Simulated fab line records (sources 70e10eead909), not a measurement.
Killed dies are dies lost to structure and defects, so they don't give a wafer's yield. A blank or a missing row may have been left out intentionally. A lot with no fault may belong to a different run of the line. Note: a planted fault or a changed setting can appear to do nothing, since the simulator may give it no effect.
What tool caused it?    flow nand-harc    7 lots, 21 wafers sampled, at 4 steps of a route of 1302

== WHAT EACH GAUGE READ, for each wafer ==
NHARC_A_ONON_D2_THK_MEAS_02: measures by ellipsometry.
lot   measured      on             thk-nm (nm)
L246  day 13 01:19  film-metro-02  982 983 982
L248  day 13 01:09  film-metro-01  985 986 987
L250  day 14 10:33  film-metro-01  998 998 998
L257  day 17 20:33  film-metro-01  1012 601 1011
L262  day 19 03:53  film-metro-01  1004 1004 1004
L266  day 21 04:01  film-metro-02  1008 1008 1007
L268  day 22 04:44  film-metro-02  996 994 995

== EACH LOT AND THE TOOL THAT RAN IT (in order: tool; ch and the chambers of the sampled wafers; start) ==
lot   NHARC_A_CHANNEL_HOLE_D1_ETCH_23   NHARC_A_CHANNEL_HOLE_D1_STRIP_27               NHARC_A_ONON_D2_DEP_00
L246  har-etch-01 ch 0,1, day 9 08:59   rie-diel-13 ch 0,2, day 13 00:51 or earlier    pecvd-onon-03 ch 0, day 13 00:51
L248  har-etch-01 ch 0,1, day 9 15:58   rie-diel-13 ch 0,1,3, day 13 00:46 or earlier  pecvd-onon-01 ch 0, day 13 00:46
L250  har-etch-02 ch 0,1, day 10 16:34  rie-diel-13 ch 0,3, day 14 10:02 or earlier    pecvd-onon-03 ch 0, day 14 10:02
L257  har-etch-02 ch 0,1, day 14 01:49  rie-diel-05 ch 2,3, day 17 20:10 or earlier    pecvd-onon-01 ch 0, day 17 20:10
L262  har-etch-02 ch 0,1, day 15 05:58  rie-diel-05 ch 0,1,3, day 19 03:22 or earlier  pecvd-onon-03 ch 0, day 19 03:22
L266  har-etch-01 ch 0,1, day 17 12:31  rie-diel-13 ch 0,2,3, day 21 03:38 or earlier  pecvd-onon-01 ch 0, day 21 03:38
L268  har-etch-02 ch 0,1, day 17 23:23  rie-diel-13 ch 2,3, day 22 04:20 or earlier    pecvd-onon-01 ch 0, day 22 04:20
- NHARC_A_CHANNEL_HOLE_D1_ETCH_23: etches the open film in C4F8/O2/Ar, time 819 s, target depth 1600 nm.
- NHARC_A_CHANNEL_HOLE_D1_STRIP_27: strips in O2.
- NHARC_A_ONON_D2_DEP_00: target thk 1000 nm.

== THE ANSWER, worked out from the rows above alone ==
Rule: what is usual is taken from the lots themselves. Put in order of their means at a reading, lots are off if they are a third of the lots or fewer, leave a main group of 4 or more, and stand apart from it by a gap of 3 or more times the standard deviation of the main group's means; of several such gaps the widest counts. A main group is skipped when, at the precision printed for the reading in the tables above, its means are all equal. A lot without any number at a reading at which 4 lots or more have one is off too. Any other lot the step has rows for is counted as sound.
Off: L257 (NHARC_A_ONON_D2_THK_MEAS_02, thk-nm). For the main group the mean is 996 nm and the standard deviation 9.
A tool fits if, at a process step before that reading, it ran every lot that is off, and no sound lot after the first of them. Those tools and the gauges at NHARC_A_ONON_D2_THK_MEAS_02 are tried in the same way. Because NHARC_A_CHANNEL_HOLE_D1_STRIP_27 lacks a start for some lots, the hours and order of its lots are taken from NHARC_A_ONON_D2_DEP_00. Not one of the candidates tried fits.

== WHAT THE SIMULATOR HAD INSERTED ==
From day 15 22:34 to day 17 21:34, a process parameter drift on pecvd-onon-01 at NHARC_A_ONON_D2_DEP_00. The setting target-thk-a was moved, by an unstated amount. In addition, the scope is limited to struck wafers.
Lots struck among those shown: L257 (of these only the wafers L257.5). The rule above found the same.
